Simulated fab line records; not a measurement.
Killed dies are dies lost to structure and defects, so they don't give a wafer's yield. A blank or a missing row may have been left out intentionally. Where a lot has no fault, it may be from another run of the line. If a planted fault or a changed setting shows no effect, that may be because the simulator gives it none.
Split-lot experiment :: flow n5-finfet :: 21 wafers read from 7 lots, route of 1938 steps

## THE SPLIT
At N5_BEOL_M15_COAT_04 (resist thk 800 nm), the setting spin-rpm was moved away from the recipe's 1704 rpm on 7 of the 21 wafers read, by -10.8% to +11.2%. All remaining wafers had this setting at the recipe value.

The reading comes from the split's own step.

## THE READING
coat_of_BEOL_M15_COAT_04.thk-nm (the simulator's own value, which no gauge read), in nm, at N5_BEOL_M15_COAT_04 (resist thk 800 nm). The file gives no usual value for it. The 14 wafers here that ran the recipe average 797.3 nm, standard deviation 3.6 nm.

wafer: L076.1
tool, chamber at the split: litho-track-02, 0
spin-rpm as run, rpm: 1704
against the recipe: recipe
coat_of_BEOL_M15_COAT_04.thk-nm, nm: 802
against lot-mates on the recipe: -

wafer: L076.2
tool, chamber at the split: litho-track-02, 0
spin-rpm as run, rpm: 1615
against the recipe: -5.2%
coat_of_BEOL_M15_COAT_04.thk-nm, nm: 825
against lot-mates on the recipe: +23.6

wafer: L076.6
tool, chamber at the split: litho-track-02, 0
spin-rpm as run, rpm: 1704
against the recipe: recipe
coat_of_BEOL_M15_COAT_04.thk-nm, nm: 800.8
against lot-mates on the recipe: -

wafer: L074.3
tool, chamber at the split: litho-track-02, 0
spin-rpm as run, rpm: 1704
against the recipe: recipe
coat_of_BEOL_M15_COAT_04.thk-nm, nm: 800.2
against lot-mates on the recipe: -

wafer: L074.4
tool, chamber at the split: litho-track-02, 0
spin-rpm as run, rpm: 1894
against the recipe: +11.2%
coat_of_BEOL_M15_COAT_04.thk-nm, nm: 761.4
against lot-mates on the recipe: -38.8

wafer: L074.6
tool, chamber at the split: litho-track-02, 0
spin-rpm as run, rpm: 1894
against the recipe: +11.2%
coat_of_BEOL_M15_COAT_04.thk-nm, nm: 760.6
against lot-mates on the recipe: -39.6

wafer: L078.1
tool, chamber at the split: litho-track-01, 0
spin-rpm as run, rpm: 1704
against the recipe: recipe
coat_of_BEOL_M15_COAT_04.thk-nm, nm: 797.8
against lot-mates on the recipe: -

wafer: L078.3
tool, chamber at the split: litho-track-01, 0
spin-rpm as run, rpm: 1704
against the recipe: recipe
coat_of_BEOL_M15_COAT_04.thk-nm, nm: 797.6
against lot-mates on the recipe: -

wafer: L078.5
tool, chamber at the split: litho-track-01, 0
spin-rpm as run, rpm: 1704
against the recipe: recipe
coat_of_BEOL_M15_COAT_04.thk-nm, nm: 796
against lot-mates on the recipe: -

wafer: L086.3
tool, chamber at the split: litho-track-05, 0
spin-rpm as run, rpm: 1704
against the recipe: recipe
coat_of_BEOL_M15_COAT_04.thk-nm, nm: 792
against lot-mates on the recipe: -

wafer: L086.4
tool, chamber at the split: litho-track-05, 0
spin-rpm as run, rpm: 1704
against the recipe: recipe
coat_of_BEOL_M15_COAT_04.thk-nm, nm: 791.4
against lot-mates on the recipe: -

wafer: L086.5
tool, chamber at the split: litho-track-05, 0
spin-rpm as run, rpm: 1704
against the recipe: recipe
coat_of_BEOL_M15_COAT_04.thk-nm, nm: 792.2
against lot-mates on the recipe: -

wafer: L095.4
tool, chamber at the split: litho-track-01, 0
spin-rpm as run, rpm: 1704
against the recipe: recipe
coat_of_BEOL_M15_COAT_04.thk-nm, nm: 803.6
against lot-mates on the recipe: -

wafer: L095.5
tool, chamber at the split: litho-track-01, 0
spin-rpm as run, rpm: 1585
against the recipe: -7.0%
coat_of_BEOL_M15_COAT_04.thk-nm, nm: 833.4
against lot-mates on the recipe: +29.8

wafer: L095.6
tool, chamber at the split: litho-track-01, 0
spin-rpm as run, rpm: 1585
against the recipe: -7.0%
coat_of_BEOL_M15_COAT_04.thk-nm, nm: 833.2
against lot-mates on the recipe: +29.6

wafer: L093.4
tool, chamber at the split: litho-track-01, 0
spin-rpm as run, rpm: 1704
against the recipe: recipe
coat_of_BEOL_M15_COAT_04.thk-nm, nm: 798.2
against lot-mates on the recipe: -

wafer: L093.5
tool, chamber at the split: litho-track-01, 0
spin-rpm as run, rpm: 1704
against the recipe: recipe
coat_of_BEOL_M15_COAT_04.thk-nm, nm: 795.6
against lot-mates on the recipe: -

wafer: L093.6
tool, chamber at the split: litho-track-01, 0
spin-rpm as run, rpm: 1704
against the recipe: recipe
coat_of_BEOL_M15_COAT_04.thk-nm, nm: 798
against lot-mates on the recipe: -

wafer: L097.1
tool, chamber at the split: litho-track-01, 0
spin-rpm as run, rpm: 1704
against the recipe: recipe
coat_of_BEOL_M15_COAT_04.thk-nm, nm: 797.2
against lot-mates on the recipe: -

wafer: L097.3
tool, chamber at the split: litho-track-01, 0
spin-rpm as run, rpm: 1520
against the recipe: -10.8%
coat_of_BEOL_M15_COAT_04.thk-nm, nm: 846.8
against lot-mates on the recipe: +49.6

wafer: L097.6
tool, chamber at the split: litho-track-01, 0
spin-rpm as run, rpm: 1520
against the recipe: -10.8%
coat_of_BEOL_M15_COAT_04.thk-nm, nm: 846.4
against lot-mates on the recipe: +49.2

THE FIT
A straight line over all 21 wafers: coat_of_BEOL_M15_COAT_04.thk-nm changes by -4.08 nm for each +1% of spin-rpm; r = -0.98; the points scatter about the line by 4.8 nm.
The same after taking each lot's own level away (the mean of its wafers on the recipe; 21 wafers): -4.04 nm for each +1%; r = -0.99; scatter 2.5 nm.
The reading moves by 45 nm for the largest change in spin-rpm, on that fit.
From 791.87 to 803.60 nm: that is the span of the lots' own levels, equal to 3.3 times the standard deviation above.
Hence the lot-to-lot level has little effect on the slope; both slopes agree.
Check: with one of the wafers moved furthest among these (+11.2%) left out of the fit, the line predicts -45.8 nm for it against its lot-mates. It came out at -38.8 nm against them.

## ADDITIONAL SPLITS CARRIED BY THESE WAFERS
Other splits were also applied to these wafers ahead of the reading. Each is held against what the fit with the lots' levels taken away leaves over:
other split on the same wafers: N5_BEOL_M10_ILD_DEP_00 time-s
wafers away from the commonest value: 9
r with coat_of_BEOL_M15_COAT_04.thk-nm (lot level and that fit taken away): +0.33

other split on the same wafers: N5_BEOL_M10_COAT_22 spin-rpm
wafers away from the commonest value: 7
r with coat_of_BEOL_M15_COAT_04.thk-nm (lot level and that fit taken away): -0.30

other split on the same wafers: N5_BEOL_M10_PEB_26 peb-time-s
wafers away from the commonest value: 3
r with coat_of_BEOL_M15_COAT_04.thk-nm (lot level and that fit taken away): +0.31

other split on the same wafers: N5_BEOL_M11_VIA_ETCH_34 time-s
wafers away from the commonest value: 13
r with coat_of_BEOL_M15_COAT_04.thk-nm (lot level and that fit taken away): +0.04

other split on the same wafers: N5_BEOL_M11_TRENCH_ETCH_37 time-s
wafers away from the commonest value: 9
r with coat_of_BEOL_M15_COAT_04.thk-nm (lot level and that fit taken away): +0.34

other split on the same wafers: N5_BEOL_M12_SPUTTER_43 time-s
wafers away from the commonest value: 8
r with coat_of_BEOL_M15_COAT_04.thk-nm (lot level and that fit taken away): +0.31

other split on the same wafers: N5_BEOL_M13_ETCH_68 time-s
wafers away from the commonest value: 3
r with coat_of_BEOL_M15_COAT_04.thk-nm (lot level and that fit taken away): -0.37

## FILE'S OWN FIT
coat_of_BEOL_M15_COAT_04.thk-nm changes by -4.11 nm for each +1% of spin-rpm, r = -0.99.
